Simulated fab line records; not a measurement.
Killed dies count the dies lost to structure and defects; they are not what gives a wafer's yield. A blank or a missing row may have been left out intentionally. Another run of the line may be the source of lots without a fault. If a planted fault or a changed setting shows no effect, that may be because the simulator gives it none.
What tool caused it? || flow n5_finfet || 24 lots, 72 wafers sampled, at 6 steps of a route of 1938

## WHAT EACH GAUGE READ, for each wafer
N5_BEOL_M7_CD_MEAS_18: pitch 80 nm, target cd 40 nm.
{"lot": "L074", "measured": "day 9 05:23", "on": "cd_sem-02", "cd_nm (nm)": "40.0 40.3 39.9"}
{"lot": "L076", "measured": "day 9 17:59", "on": "cd_sem-01", "cd_nm (nm)": "40.6 39.0 40.3"}
{"lot": "L075", "measured": "day 10 12:37", "on": "cd_sem-01", "cd_nm (nm)": "40.1 40.2 40.3"}
{"lot": "L078", "measured": "day 10 15:22", "on": "cd_sem-01", "cd_nm (nm)": "39.1 39.4 39.0"}
{"lot": "L077", "measured": "day 10 22:59", "on": "cd_sem-02", "cd_nm (nm)": "39.7 39.6 39.5"}
{"lot": "L083", "measured": "day 11 14:47", "on": "cd_sem-03", "cd_nm (nm)": "40.0 39.6 40.3"}
{"lot": "L079", "measured": "day 11 17:37", "on": "cd_sem-01", "cd_nm (nm)": "39.7 40.2 40.9"}
{"lot": "L081", "measured": "day 11 20:34", "on": "cd_sem-03", "cd_nm (nm)": "39.6 39.6 39.2"}
{"lot": "L080", "measured": "day 12 01:31", "on": "cd_sem-02", "cd_nm (nm)": "39.3 40.2 40.1"}
{"lot": "L082", "measured": "day 12 11:50", "on": "cd_sem-01", "cd_nm (nm)": "39.7 39.5 39.4"}
{"lot": "L084", "measured": "day 12 12:44", "on": "cd_sem-02", "cd_nm (nm)": "40.7 40.4 40.5"}
{"lot": "L087", "measured": "day 12 13:11", "on": "cd_sem-01", "cd_nm (nm)": "40.1 40.3 40.5"}
{"lot": "L085", "measured": "day 13 01:37", "on": "cd_sem-02", "cd_nm (nm)": "40.1 40.5 40.1"}
{"lot": "L086", "measured": "day 13 07:43", "on": "cd_sem-03", "cd_nm (nm)": "39.9 39.1 38.7"}
{"lot": "L090", "measured": "day 13 11:58", "on": "cd_sem-03", "cd_nm (nm)": "40.9 40.4 40.1"}
{"lot": "L088", "measured": "day 13 12:40", "on": "cd_sem-01", "cd_nm (nm)": "40.4 40.4 40.1"}
{"lot": "L089", "measured": "day 13 20:59", "on": "cd_sem-01", "cd_nm (nm)": "39.7 40.2 40.1"}
{"lot": "L091", "measured": "day 14 11:04", "on": "cd_sem-02", "cd_nm (nm)": "39.6 39.9 39.7"}
{"lot": "L092", "measured": "day 14 14:25", "on": "cd_sem-02", "cd_nm (nm)": "40.7 39.9 39.9"}
{"lot": "L093", "measured": "day 14 16:38", "on": "cd_sem-01", "cd_nm (nm)": "40.2 40.1 40.1"}
{"lot": "L096", "measured": "day 14 19:58", "on": "cd_sem-03", "cd_nm (nm)": "40.5 40.2 41.0"}
{"lot": "L094", "measured": "day 14 20:28", "on": "cd_sem-03", "cd_nm (nm)": "40.4 40.0 40.3"}
{"lot": "L095", "measured": "day 15 01:03", "on": "cd_sem-02", "cd_nm (nm)": "40.8 40.5 40.5"}
{"lot": "L097", "measured": "day 15 20:07", "on": "cd_sem-03", "cd_nm (nm)": "39.9 39.6 39.8"}

N5_BEOL_M7_THK_MEAS_53: measures by xrf.
{"lot": "L074", "measured": "day 9 09:20", "on": "film_metro-01", "M7_THK (nm)": "80.3 79.8 80.1"}
{"lot": "L076", "measured": "day 9 23:31", "on": "film_metro-02", "M7_THK (nm)": "80.6 81.8 80.8"}
{"lot": "L075", "measured": "day 10 18:17", "on": "film_metro-01", "M7_THK (nm)": "79.3 78.1 79.4"}
{"lot": "L078", "measured": "day 10 19:35", "on": "film_metro-02", "M7_THK (nm)": "80.0 78.8 76.6"}
{"lot": "L077", "measured": "day 11 06:00", "on": "film_metro-01", "M7_THK (nm)": "78.8 80.4 79.1"}
{"lot": "L083", "measured": "day 11 18:25", "on": "film_metro-01", "M7_THK (nm)": "79.3 77.6 83.3"}
{"lot": "L079", "measured": "day 11 21:23", "on": "film_metro-01", "M7_THK (nm)": "78.5 83.3 79.9"}
{"lot": "L081", "measured": "day 12 04:38", "on": "film_metro-01", "M7_THK (nm)": "82.8 77.8 80.3"}
{"lot": "L080", "measured": "day 12 08:24", "on": "film_metro-01", "M7_THK (nm)": "77.9 82.4 83.6"}
{"lot": "L082", "measured": "day 12 17:53", "on": "film_metro-02", "M7_THK (nm)": "80.0 79.6 81.5"}
{"lot": "L084", "measured": "day 12 17:36", "on": "film_metro-01", "M7_THK (nm)": "80.7 80.5 80.9"}
{"lot": "L087", "measured": "day 12 18:25", "on": "film_metro-02", "M7_THK (nm)": "79.4 81.0 80.7"}
{"lot": "L085", "measured": "day 13 06:35", "on": "film_metro-01", "M7_THK (nm)": "76.2 79.6 77.6"}
{"lot": "L086", "measured": "day 13 12:14", "on": "film_metro-02", "M7_THK (nm)": "82.4 80.0 79.9"}
{"lot": "L090", "measured": "day 13 17:17", "on": "film_metro-02", "M7_THK (nm)": "82.7 82.7 81.0"}
{"lot": "L088", "measured": "day 13 18:07", "on": "film_metro-01", "M7_THK (nm)": "77.8 79.4 81.0"}
{"lot": "L089", "measured": "day 14 02:30", "on": "film_metro-01", "M7_THK (nm)": "82.6 81.6 79.7"}
{"lot": "L091", "measured": "day 14 16:02", "on": "film_metro-02", "M7_THK (nm)": "76.9 77.2 76.9"}
{"lot": "L092", "measured": "day 14 18:33", "on": "film_metro-02", "M7_THK (nm)": "80.6 82.5 77.8"}
{"lot": "L093", "measured": "day 14 23:19", "on": "film_metro-01", "M7_THK (nm)": "84.6 79.6 84.1"}
{"lot": "L096", "measured": "day 15 00:19", "on": "film_metro-02", "M7_THK (nm)": "80.9 83.0 82.4"}
{"lot": "L094", "measured": "day 15 01:41", "on": "film_metro-01", "M7_THK (nm)": "83.4 80.6 79.5"}
{"lot": "L095", "measured": "day 15 04:40", "on": "film_metro-01", "M7_THK (nm)": "80.3 82.3 79.6"}
{"lot": "L097", "measured": "day 16 01:28", "on": "film_metro-02", "M7_THK (nm)": "81.7 82.1 76.6"}

N5_BEOL_M7_INSPECT_58: inspects for defects (darkfield).
{"lot": "L074", "measured": "day 9 09:29", "on": "defect_inspect-01", "raw_defect_count": "33 91 63"}
{"lot": "L076", "measured": "day 9 23:42", "on": "defect_inspect-01", "raw_defect_count": "40 61 56"}
{"lot": "L075", "measured": "day 10 18:26", "on": "defect_inspect-01", "raw_defect_count": "35 67 50"}
{"lot": "L078", "measured": "day 10 19:44", "on": "defect_inspect-02", "raw_defect_count": "156 105 75"}
{"lot": "L077", "measured": "day 11 06:09", "on": "defect_inspect-01", "raw_defect_count": "120 95 88"}
{"lot": "L083", "measured": "day 11 18:34", "on": "defect_inspect-01", "raw_defect_count": "38 66 57"}
{"lot": "L079", "measured": "day 11 21:32", "on": "defect_inspect-02", "raw_defect_count": "107 79 102"}
{"lot": "L081", "measured": "day 12 04:47", "on": "defect_inspect-02", "raw_defect_count": "111 100 65"}
{"lot": "L080", "measured": "day 12 08:34", "on": "defect_inspect-02", "raw_defect_count": "51 55 69"}
{"lot": "L082", "measured": "day 12 18:02", "on": "defect_inspect-02", "raw_defect_count": "90 111 99"}
{"lot": "L084", "measured": "day 12 17:45", "on": "defect_inspect-02", "raw_defect_count": "40 51 43"}
{"lot": "L087", "measured": "day 12 18:34", "on": "defect_inspect-02", "raw_defect_count": "177 130 145"}
{"lot": "L085", "measured": "day 13 06:47", "on": "defect_inspect-02", "raw_defect_count": "94 80 104"}
{"lot": "L086", "measured": "day 13 12:23", "on": "defect_inspect-02", "raw_defect_count": "51 78 62"}
{"lot": "L090", "measured": "day 13 17:26", "on": "defect_inspect-01", "raw_defect_count": "81 89 84"}
{"lot": "L088", "measured": "day 13 18:16", "on": "defect_inspect-02", "raw_defect_count": "129 72 66"}
{"lot": "L089", "measured": "day 14 02:39", "on": "defect_inspect-01", "raw_defect_count": "53 38 42"}
{"lot": "L091", "measured": "day 14 16:12", "on": "defect_inspect-02", "raw_defect_count": "54 87 96"}
{"lot": "L092", "measured": "day 14 18:43", "on": "defect_inspect-02", "raw_defect_count": "70 68 49"}
{"lot": "L093", "measured": "day 14 23:31", "on": "defect_inspect-01", "raw_defect_count": "41 42 38"}
{"lot": "L096", "measured": "day 15 00:31", "on": "defect_inspect-01", "raw_defect_count": "123 68 130"}
{"lot": "L094", "measured": "day 15 01:50", "on": "defect_inspect-01", "raw_defect_count": "63 85 105"}
{"lot": "L095", "measured": "day 15 04:49", "on": "defect_inspect-01", "raw_defect_count": "41 57 55"}
{"lot": "L097", "measured": "day 16 01:37", "on": "defect_inspect-01", "raw_defect_count": "84 41 59"}

## WHAT TOOL EACH LOT RAN ON (gives the tool, then ch and the chambers of the sampled wafers, and finally the start)
{"lot": "L074", "N5_BEOL_M6_PRE_CLEAN_45": "pvd_sputter-01, day 9 01:22", "N5_BEOL_M7_CURE_74": "uv_cure-02 ch 2, day 9 03:16", "N5_BEOL_M7_STRIP_36": "rie_diel-04 ch 0,3, day 9 06:58"}
{"lot": "L076", "N5_BEOL_M6_PRE_CLEAN_45": "pvd_sputter-03, day 9 11:53", "N5_BEOL_M7_CURE_74": "uv_cure-01 ch 0, day 9 13:47", "N5_BEOL_M7_STRIP_36": "rie_diel-04 ch 1,2, day 9 19:17"}
{"lot": "L075", "N5_BEOL_M6_PRE_CLEAN_45": "pvd_sputter-03, day 10 06:33", "N5_BEOL_M7_CURE_74": "uv_cure-01 ch 1, day 10 10:04", "N5_BEOL_M7_STRIP_36": "rie_diel-02 ch 0,1,3, day 10 14:24"}
{"lot": "L078", "N5_BEOL_M6_PRE_CLEAN_45": "pvd_sputter-02, day 10 09:49", "N5_BEOL_M7_CURE_74": "uv_cure-01 ch 1, day 10 11:43", "N5_BEOL_M7_STRIP_36": "rie_diel-05 ch 0,2,3, day 10 17:04"}
{"lot": "L077", "N5_BEOL_M6_PRE_CLEAN_45": "pvd_sputter-02, day 10 18:29", "N5_BEOL_M7_CURE_74": "uv_cure-03 ch 0, day 10 20:14", "N5_BEOL_M7_STRIP_36": "rie_diel-02 ch 2,3, day 11 03:32"}
{"lot": "L083", "N5_BEOL_M6_PRE_CLEAN_45": "pvd_sputter-02, day 11 10:46", "N5_BEOL_M7_CURE_74": "uv_cure-02 ch 2, day 11 12:23", "N5_BEOL_M7_STRIP_36": "rie_diel-05 ch 0,1,3, day 11 16:07"}
{"lot": "L079", "N5_BEOL_M6_PRE_CLEAN_45": "pvd_sputter-02, day 11 11:27", "N5_BEOL_M7_CURE_74": "uv_cure-03 ch 2, day 11 13:53", "N5_BEOL_M7_STRIP_36": "rie_diel-05 ch 1,3, day 11 19:07"}
{"lot": "L081", "N5_BEOL_M6_PRE_CLEAN_45": "pvd_sputter-02, day 11 14:13", "N5_BEOL_M7_CURE_74": "uv_cure-03 ch 2, day 11 16:50", "N5_BEOL_M7_STRIP_36": "rie_diel-05 ch 0,2,3, day 12 00:32"}
{"lot": "L080", "N5_BEOL_M6_PRE_CLEAN_45": "pvd_sputter-01, day 11 17:15", "N5_BEOL_M7_CURE_74": "uv_cure-02 ch 1, day 11 20:20", "N5_BEOL_M7_STRIP_36": "rie_diel-05 ch 2,3, day 12 05:43"}
{"lot": "L082", "N5_BEOL_M6_PRE_CLEAN_45": "pvd_sputter-02, day 12 06:49", "N5_BEOL_M7_CURE_74": "uv_cure-01 ch 2, day 12 08:51", "N5_BEOL_M7_STRIP_36": "rie_diel-04 ch 1,2,3, day 12 15:17"}
{"lot": "L084", "N5_BEOL_M6_PRE_CLEAN_45": "pvd_sputter-03, day 12 06:52", "N5_BEOL_M7_CURE_74": "uv_cure-02 ch 0, day 12 09:10", "N5_BEOL_M7_STRIP_36": "rie_diel-02 ch 2,3, day 12 15:03"}
{"lot": "L087", "N5_BEOL_M6_PRE_CLEAN_45": "pvd_sputter-01, day 12 07:56", "N5_BEOL_M7_CURE_74": "uv_cure-01 ch 2, day 12 09:45", "N5_BEOL_M7_STRIP_36": "rie_diel-04 ch 0,1,2, day 12 15:41"}
{"lot": "L085", "N5_BEOL_M6_PRE_CLEAN_45": "pvd_sputter-01, day 12 20:21", "N5_BEOL_M7_CURE_74": "uv_cure-03 ch 1, day 12 22:11", "N5_BEOL_M7_STRIP_36": "rie_diel-05 ch 0,1,3, day 13 02:31"}
{"lot": "L086", "N5_BEOL_M6_PRE_CLEAN_45": "pvd_sputter-02, day 13 02:16", "N5_BEOL_M7_CURE_74": "uv_cure-02 ch 0, day 13 04:48", "N5_BEOL_M7_STRIP_36": "rie_diel-05 ch 0,1, day 13 08:33"}
{"lot": "L090", "N5_BEOL_M6_PRE_CLEAN_45": "pvd_sputter-03, day 13 06:35", "N5_BEOL_M7_CURE_74": "uv_cure-02 ch 1, day 13 08:28", "N5_BEOL_M7_STRIP_36": "rie_diel-02 ch 1,3, day 13 14:21"}
{"lot": "L088", "N5_BEOL_M6_PRE_CLEAN_45": "pvd_sputter-01, day 13 08:25", "N5_BEOL_M7_CURE_74": "uv_cure-02 ch 1, day 13 10:25", "N5_BEOL_M7_STRIP_36": "rie_diel-05 ch 0,1,2, day 13 14:44"}
{"lot": "L089", "N5_BEOL_M6_PRE_CLEAN_45": "pvd_sputter-02, day 13 15:32", "N5_BEOL_M7_CURE_74": "uv_cure-01 ch 1, day 13 17:49", "N5_BEOL_M7_STRIP_36": "rie_diel-02 ch 1,2,3, day 13 22:28"}
{"lot": "L091", "N5_BEOL_M6_PRE_CLEAN_45": "pvd_sputter-02, day 14 05:51", "N5_BEOL_M7_CURE_74": "uv_cure-01 ch 1, day 14 08:28", "N5_BEOL_M7_STRIP_36": "rie_diel-05 ch 0,3, day 14 12:59"}
{"lot": "L092", "N5_BEOL_M6_PRE_CLEAN_45": "pvd_sputter-03, day 14 08:50", "N5_BEOL_M7_CURE_74": "uv_cure-02 ch 0, day 14 12:08", "N5_BEOL_M7_STRIP_36": "rie_diel-05 ch 1,3, day 14 15:14"}
{"lot": "L093", "N5_BEOL_M6_PRE_CLEAN_45": "pvd_sputter-03, day 14 10:08", "N5_BEOL_M7_CURE_74": "uv_cure-01 ch 1, day 14 13:45", "N5_BEOL_M7_STRIP_36": "rie_diel-05 ch 2,3, day 14 19:14"}
{"lot": "L096", "N5_BEOL_M6_PRE_CLEAN_45": "pvd_sputter-02, day 14 13:59", "N5_BEOL_M7_CURE_74": "uv_cure-02 ch 0, day 14 16:19", "N5_BEOL_M7_STRIP_36": "rie_diel-02 ch 1,2, day 14 21:59"}
{"lot": "L094", "N5_BEOL_M6_PRE_CLEAN_45": "pvd_sputter-02, day 14 16:05", "N5_BEOL_M7_CURE_74": "uv_cure-02 ch 2, day 14 18:42", "N5_BEOL_M7_STRIP_36": "rie_diel-05 ch 1,2,3, day 14 22:25"}
{"lot": "L095", "N5_BEOL_M6_PRE_CLEAN_45": "pvd_sputter-02, day 14 19:58", "N5_BEOL_M7_CURE_74": "uv_cure-01 ch 2, day 14 23:35", "N5_BEOL_M7_STRIP_36": "rie_diel-04 ch 1,2,3, day 15 02:10"}
{"lot": "L097", "N5_BEOL_M6_PRE_CLEAN_45": "pvd_sputter-03, day 15 14:12", "N5_BEOL_M7_CURE_74": "uv_cure-01 ch 2, day 15 16:10", "N5_BEOL_M7_STRIP_36": "rie_diel-05 ch 0,3, day 15 22:13"}
- N5_BEOL_M6_PRE_CLEAN_45: time 30 s.
- N5_BEOL_M7_CURE_74: cures SiCOH lowk, time 240 s.
- N5_BEOL_M7_STRIP_36: strips in N2/H2.

## WHAT THE TOOLS THEMSELVES READ (means of the sampled wafers that have a number; where no wafer has one, the mark that the record gives instead)
N5_BEOL_M6_PRE_CLEAN_45.
{"lot": "L074", "tool": "pvd_sputter-01", "heater_power_w (W)": 298}
{"lot": "L076", "tool": "pvd_sputter-03", "heater_power_w (W)": 322}
{"lot": "L075", "tool": "pvd_sputter-03", "heater_power_w (W)": 302}
{"lot": "L078", "tool": "pvd_sputter-02", "heater_power_w (W)": 341}
{"lot": "L077", "tool": "pvd_sputter-02", "heater_power_w (W)": 357}
{"lot": "L083", "tool": "pvd_sputter-02", "heater_power_w (W)": 326}
{"lot": "L079", "tool": "pvd_sputter-02", "heater_power_w (W)": 359}
{"lot": "L081", "tool": "pvd_sputter-02", "heater_power_w (W)": 335}
{"lot": "L080", "tool": "pvd_sputter-01", "heater_power_w (W)": 296}
{"lot": "L082", "tool": "pvd_sputter-02", "heater_power_w (W)": 336}
{"lot": "L084", "tool": "pvd_sputter-03", "heater_power_w (W)": 308}
{"lot": "L087", "tool": "pvd_sputter-01", "heater_power_w (W)": 290}
{"lot": "L085", "tool": "pvd_sputter-01", "heater_power_w (W)": 293}
{"lot": "L086", "tool": "pvd_sputter-02", "heater_power_w (W)": 341}
{"lot": "L090", "tool": "pvd_sputter-03", "heater_power_w (W)": 329}
{"lot": "L088", "tool": "pvd_sputter-01", "heater_power_w (W)": 285}
{"lot": "L089", "tool": "pvd_sputter-02", "heater_power_w (W)": 336}
{"lot": "L091", "tool": "pvd_sputter-02", "heater_power_w (W)": 326}
{"lot": "L092", "tool": "pvd_sputter-03", "heater_power_w (W)": 319}
{"lot": "L093", "tool": "pvd_sputter-03", "heater_power_w (W)": 326}
{"lot": "L096", "tool": "pvd_sputter-02", "heater_power_w (W)": 327}
{"lot": "L094", "tool": "pvd_sputter-02", "heater_power_w (W)": 314}
{"lot": "L095", "tool": "pvd_sputter-02", "heater_power_w (W)": 353}
{"lot": "L097", "tool": "pvd_sputter-03", "heater_power_w (W)": 331}

N5_BEOL_M7_CURE_74.
{"lot": "L074", "tool": "uv_cure-02", "lamp_power_pct (%)": 52.34, "wafer_temp_C_max": 388.4}
{"lot": "L076", "tool": "uv_cure-01", "lamp_power_pct (%)": 52.33, "wafer_temp_C_max": 386.3}
{"lot": "L075", "tool": "uv_cure-01", "lamp_power_pct (%)": 52.28, "wafer_temp_C_max": 385.8}
{"lot": "L078", "tool": "uv_cure-01", "lamp_power_pct (%)": 52.31, "wafer_temp_C_max": 386.0}
{"lot": "L077", "tool": "uv_cure-03", "lamp_power_pct (%)": 52.31, "wafer_temp_C_max": 387.6}
{"lot": "L083", "tool": "uv_cure-02", "lamp_power_pct (%)": 52.33, "wafer_temp_C_max": 388.5}
{"lot": "L079", "tool": "uv_cure-03", "lamp_power_pct (%)": 52.34, "wafer_temp_C_max": 386.5}
{"lot": "L081", "tool": "uv_cure-03", "lamp_power_pct (%)": 52.32, "wafer_temp_C_max": 386.3}
{"lot": "L080", "tool": "uv_cure-02", "lamp_power_pct (%)": 52.30, "wafer_temp_C_max": 386.9}
{"lot": "L082", "tool": "uv_cure-01", "lamp_power_pct (%)": 52.29, "wafer_temp_C_max": 386.7}
{"lot": "L084", "tool": "uv_cure-02", "lamp_power_pct (%)": 52.37, "wafer_temp_C_max": 386.3}
{"lot": "L087", "tool": "uv_cure-01", "lamp_power_pct (%)": 52.27, "wafer_temp_C_max": 386.9}
{"lot": "L085", "tool": "uv_cure-03", "lamp_power_pct (%)": 52.36, "wafer_temp_C_max": 387.5}
{"lot": "L086", "tool": "uv_cure-02", "lamp_power_pct (%)": 52.32, "wafer_temp_C_max": 386.1}
{"lot": "L090", "tool": "uv_cure-02", "lamp_power_pct (%)": 52.30, "wafer_temp_C_max": 387.2}
{"lot": "L088", "tool": "uv_cure-02", "lamp_power_pct (%)": 52.32, "wafer_temp_C_max": 386.8}
{"lot": "L089", "tool": "uv_cure-01", "lamp_power_pct (%)": 52.33, "wafer_temp_C_max": 386.2}
{"lot": "L091", "tool": "uv_cure-01", "lamp_power_pct (%)": 52.29, "wafer_temp_C_max": 385.9}
{"lot": "L092", "tool": "uv_cure-02", "lamp_power_pct (%)": 52.31, "wafer_temp_C_max": 386.4}
{"lot": "L093", "tool": "uv_cure-01", "lamp_power_pct (%)": 52.29, "wafer_temp_C_max": 386.4}
{"lot": "L096", "tool": "uv_cure-02", "lamp_power_pct (%)": 52.34, "wafer_temp_C_max": 386.8}
{"lot": "L094", "tool": "uv_cure-02", "lamp_power_pct (%)": 52.32, "wafer_temp_C_max": 387.9}
{"lot": "L095", "tool": "uv_cure-01", "lamp_power_pct (%)": 52.36, "wafer_temp_C_max": 387.0}
{"lot": "L097", "tool": "uv_cure-01", "lamp_power_pct (%)": 52.37, "wafer_temp_C_max": 386.7}

N5_BEOL_M7_STRIP_36.
{"lot": "L074", "tool": "rie_diel-04", "drypump_motor_current_A (A)": 5.8, "oes_product_au (a.u.)": 0.70, "rf_vpp_V (V)": 59.9, "showerhead_plenum_p_Torr (Torr)": 2.43, "throttle_valve_pct (%)": 23.74}
{"lot": "L076", "tool": "rie_diel-04", "drypump_motor_current_A (A)": 5.9, "oes_product_au (a.u.)": 0.75, "rf_vpp_V (V)": 59.5, "showerhead_plenum_p_Torr (Torr)": 2.56, "throttle_valve_pct (%)": 23.74}
{"lot": "L075", "tool": "rie_diel-02", "drypump_motor_current_A (A)": 5.6, "oes_product_au (a.u.)": 0.78, "rf_vpp_V (V)": 59.4, "showerhead_plenum_p_Torr (Torr)": 2.58, "throttle_valve_pct (%)": 23.82}
{"lot": "L078", "tool": "rie_diel-05", "drypump_motor_current_A (A)": 5.5, "oes_product_au (a.u.)": 0.78, "rf_vpp_V (V)": 59.8, "showerhead_plenum_p_Torr (Torr)": 2.51, "throttle_valve_pct (%)": 23.75}
{"lot": "L077", "tool": "rie_diel-02", "drypump_motor_current_A (A)": 5.0, "oes_product_au (a.u.)": 0.72, "rf_vpp_V (V)": 59.2, "showerhead_plenum_p_Torr (Torr)": 2.53, "throttle_valve_pct (%)": 23.75}
{"lot": "L083", "tool": "rie_diel-05", "drypump_motor_current_A (A)": 5.9, "oes_product_au (a.u.)": 0.69, "rf_vpp_V (V)": 57.1, "showerhead_plenum_p_Torr (Torr)": 2.50, "throttle_valve_pct (%)": 23.89}
{"lot": "L079", "tool": "rie_diel-05", "drypump_motor_current_A (A)": 6.0, "oes_product_au (a.u.)": 0.69, "rf_vpp_V (V)": 61.8, "showerhead_plenum_p_Torr (Torr)": 2.50, "throttle_valve_pct (%)": 23.98}
{"lot": "L081", "tool": "rie_diel-05", "drypump_motor_current_A (A)": 5.5, "oes_product_au (a.u.)": 0.77, "rf_vpp_V (V)": 60.1, "showerhead_plenum_p_Torr (Torr)": 2.50, "throttle_valve_pct (%)": 23.76}
{"lot": "L080", "tool": "rie_diel-05", "drypump_motor_current_A (A)": 5.5, "oes_product_au (a.u.)": 0.85, "rf_vpp_V (V)": 59.0, "showerhead_plenum_p_Torr (Torr)": 2.49, "throttle_valve_pct (%)": 23.68}
{"lot": "L082", "tool": "rie_diel-04", "drypump_motor_current_A (A)": 5.9, "oes_product_au (a.u.)": 0.80, "rf_vpp_V (V)": 59.2, "showerhead_plenum_p_Torr (Torr)": 2.58, "throttle_valve_pct (%)": 23.72}
{"lot": "L084", "tool": "rie_diel-02", "drypump_motor_current_A (A)": 5.3, "oes_product_au (a.u.)": 0.73, "rf_vpp_V (V)": 59.8, "showerhead_plenum_p_Torr (Torr)": 2.53, "throttle_valve_pct (%)": 23.57}
{"lot": "L087", "tool": "rie_diel-04", "drypump_motor_current_A (A)": 6.1, "oes_product_au (a.u.)": 0.72, "rf_vpp_V (V)": 58.7, "showerhead_plenum_p_Torr (Torr)": 2.52, "throttle_valve_pct (%)": 23.73}
{"lot": "L085", "tool": "rie_diel-05", "drypump_motor_current_A (A)": 5.9, "oes_product_au (a.u.)": 0.69, "rf_vpp_V (V)": 58.0, "showerhead_plenum_p_Torr (Torr)": 2.50, "throttle_valve_pct (%)": 23.89}
{"lot": "L086", "tool": "rie_diel-05", "drypump_motor_current_A (A)": 6.3, "oes_product_au (a.u.)": 0.68, "rf_vpp_V (V)": 59.2, "showerhead_plenum_p_Torr (Torr)": 2.50, "throttle_valve_pct (%)": 23.83}
{"lot": "L090", "tool": "rie_diel-02", "drypump_motor_current_A (A)": 5.1, "oes_product_au (a.u.)": 0.76, "rf_vpp_V (V)": 59.4, "showerhead_plenum_p_Torr (Torr)": 2.57, "throttle_valve_pct (%)": 23.74}
{"lot": "L088", "tool": "rie_diel-05", "drypump_motor_current_A (A)": 5.9, "oes_product_au (a.u.)": 0.75, "rf_vpp_V (V)": 59.3, "showerhead_plenum_p_Torr (Torr)": 2.50, "throttle_valve_pct (%)": 23.71}
{"lot": "L089", "tool": "rie_diel-02", "drypump_motor_current_A (A)": 5.4, "oes_product_au (a.u.)": 0.76, "rf_vpp_V (V)": 60.8, "showerhead_plenum_p_Torr (Torr)": 2.58, "throttle_valve_pct (%)": 23.58}
{"lot": "L091", "tool": "rie_diel-05", "drypump_motor_current_A (A)": 5.5, "oes_product_au (a.u.)": 0.68, "rf_vpp_V (V)": 61.0, "showerhead_plenum_p_Torr (Torr)": 2.50, "throttle_valve_pct (%)": 23.96}
{"lot": "L092", "tool": "rie_diel-05", "drypump_motor_current_A (A)": 6.3, "oes_product_au (a.u.)": 0.68, "rf_vpp_V (V)": 57.7, "showerhead_plenum_p_Torr (Torr)": 2.50, "throttle_valve_pct (%)": 23.94}
{"lot": "L093", "tool": "rie_diel-05", "drypump_motor_current_A (A)": 5.5, "oes_product_au (a.u.)": 0.82, "rf_vpp_V (V)": 57.8, "showerhead_plenum_p_Torr (Torr)": 2.49, "throttle_valve_pct (%)": 23.70}
{"lot": "L096", "tool": "rie_diel-02", "drypump_motor_current_A (A)": 5.8, "oes_product_au (a.u.)": 0.82, "rf_vpp_V (V)": 59.7, "showerhead_plenum_p_Torr (Torr)": 2.64, "throttle_valve_pct (%)": 23.39}
{"lot": "L094", "tool": "rie_diel-05", "drypump_motor_current_A (A)": 5.9, "oes_product_au (a.u.)": 0.74, "rf_vpp_V (V)": 59.3, "showerhead_plenum_p_Torr (Torr)": 2.49, "throttle_valve_pct (%)": 23.82}
{"lot": "L095", "tool": "rie_diel-04", "drypump_motor_current_A (A)": 5.9, "oes_product_au (a.u.)": 0.78, "rf_vpp_V (V)": 58.5, "showerhead_plenum_p_Torr (Torr)": 2.57, "throttle_valve_pct (%)": 23.75}
{"lot": "L097", "tool": "rie_diel-05", "drypump_motor_current_A (A)": 5.5, "oes_product_au (a.u.)": 0.86, "rf_vpp_V (V)": 58.2, "showerhead_plenum_p_Torr (Torr)": 2.49, "throttle_valve_pct (%)": 23.67}

## THE ANSWER, worked out from the rows above alone
Rule: what is usual is taken from the lots themselves. Put in order of their means at a reading, lots are off if they are a third of the lots or fewer, leave a main group of 4 or more, and stand apart from it by a gap of 3 or more times the standard deviation of the main group's means; of several such gaps the widest counts. Not used: any main group whose means are identical at the precision the tables above print for the reading. Also off: a lot with no number at a reading for which 4 or more lots have one. Any other lot the step has rows for is counted as sound. First the gauges in route order, then the tools' own readings, where a lot's mean is used as printed above. At the first step where some lot is off, the reading lying furthest off is the one used; lots without a number count as furthest.
No lot is off on any of the readings shown, so nothing can be concluded from this.

## WHAT THE SIMULATOR HAD INSERTED
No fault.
